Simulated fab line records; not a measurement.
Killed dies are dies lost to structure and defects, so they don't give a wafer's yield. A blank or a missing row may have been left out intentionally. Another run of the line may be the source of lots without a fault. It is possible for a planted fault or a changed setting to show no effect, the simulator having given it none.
Chamber matching + flow n5-finfet + N5_HKMG_FIN_STRIP_93 on rie-diel-05 has 4 sister chambers
The step strips SOC in N2/H2, time 20 s. 8 wafers are shown with their chamber, then 10 later ones without.

== WAFERS PAIRED WITH THEIR CHAMBERS ==
| wafer  | chamber | showerhead-plenum-p-Torr (Torr) | throttle-valve-pct (%) |
|--------|---------|---------------------------------|------------------------|
| L081.3 | 1       | 3.28                            | 18.9                   |
| L081.4 | 0       | 3.23                            | 19.1                   |
| L081.6 | 2       | 3.13                            | 19.5                   |
| L082.1 | 3       | 3.45                            | 18.6                   |
| L082.2 | 0       | 3.23                            | 19.1                   |
| L082.3 | 1       | 3.28                            | 18.9                   |
| L087.1 | 2       | 3.12                            | 19.6                   |
| L087.2 | 3       | 3.44                            | 18.6                   |

== WAFERS WITH NO CHAMBER GIVEN ==
| wafer  | showerhead-plenum-p-Torr (Torr) | throttle-valve-pct (%) |
|--------|---------------------------------|------------------------|
| L087.4 | 3.23                            | 19.1                   |
| L091.2 | 3.23                            | 19.1                   |
| L091.4 | 3.27                            | 19.0                   |
| L091.6 | 3.12                            | 19.6                   |
| L094.1 | 3.12                            | 19.6                   |
| L094.5 | 3.27                            | 19.0                   |
| L094.6 | 3.12                            | 19.6                   |
| L097.3 | 3.26                            | 19.0                   |
| L097.5 | 3.27                            | 19.0                   |
| L097.6 | 3.22                            | 19.1                   |

== EACH ONE'S CHAMBER ==
| wafer  | from the rows above     | in truth |
|--------|-------------------------|----------|
| L087.4 | 0                       | 0        |
| L091.2 | 0                       | 0        |
| L091.4 | 1                       | 1        |
| L091.6 | 2                       | 2        |
| L094.1 | 2                       | 2        |
| L094.5 | 1                       | 1        |
| L094.6 | 2                       | 2        |
| L097.3 | can't be placed: 1 or 0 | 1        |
| L097.5 | 1                       | 1        |
| L097.6 | 0                       | 0        |
Correct placement for 9 of the 10. Can't be placed from these rows: 1 (the true chamber is among the candidates in 1). Placed wrongly: 0.
How it was worked out, from the rows above alone: a wafer's distance from a chamber is the root of the sum, over the readings, of the square of ((its reading less the chamber's mean) divided by the reading's scatter). The wafer belongs to the nearest chamber; if the next one is less than 2 further off, it can't be placed. For every chamber, the mean is computed from those of its wafers that are shown. The scatter: take each reading less its chamber's mean, square it, sum over the shown wafers, divide by the number of wafers less the number of chambers, and take the root.
